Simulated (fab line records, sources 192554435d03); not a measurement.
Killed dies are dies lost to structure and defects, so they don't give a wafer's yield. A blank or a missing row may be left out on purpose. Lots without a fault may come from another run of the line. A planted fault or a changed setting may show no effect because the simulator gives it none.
Chamber matching | flow n5_finfet | N5_HKMG_FIN_ETCH_32 on rie_diel-03: 4 sister chambers
The step etches SOC in N2/H2, target depth 240 nm, time 300 s. 8 wafers are shown with their chamber, then 7 later ones without.

WAFERS WITH THEIR CHAMBER
wafer  | chamber | showerhead_plenum_p_Torr (Torr) | throttle_valve_pct (%)
L081.2 | 1       | 2.73                            | 17.96
L081.4 | 0       | 2.40                            | 17.85
L081.6 | 1       | 2.73                            | 17.94
L083.1 | 0       | 2.40                            | 17.85
L083.2 | 3       | 2.52                            | 17.49
L083.5 | 2       | 2.43                            | 18.13
L084.2 | 2       | 2.43                            | 18.13
L084.4 | 3       | 2.51                            | 17.49

WAFERS WITHOUT THEIR CHAMBER
wafer  | showerhead_plenum_p_Torr (Torr) | throttle_valve_pct (%)
L084.5 | 2.72                            | 17.95
L089.1 | 2.72                            | 17.97
L089.2 | 2.42                            | 18.14
L089.4 | 2.51                            | 17.49
L092.2 | 2.51                            | 17.51
L092.3 | 2.42                            | 18.16
L092.5 | 2.51                            | 17.53

WHICH CHAMBER EACH WENT THROUGH
wafer  | from the rows above | in truth
L084.5 | 1                   | 1
L089.1 | 1                   | 1
L089.2 | 2                   | 2
L089.4 | 3                   | 3
L092.2 | 3                   | 3
L092.3 | 2                   | 2
L092.5 | 3                   | 3
Placed correctly: 7 of 7. Can't be placed from these rows: 0. Placed wrongly: 0.
How it was worked out, from the rows above alone: a wafer's distance from a chamber is the root of the sum, over the readings, of the square of ((its reading less the chamber's mean) divided by the reading's scatter). The wafer belongs to the nearest chamber; if the next one is less than 2 further off, it can't be placed. A chamber's mean is the mean of its shown wafers. The scatter: the root of (the sum of the squares of (reading less its chamber's mean) over the shown wafers, divided by (wafers less chambers)).
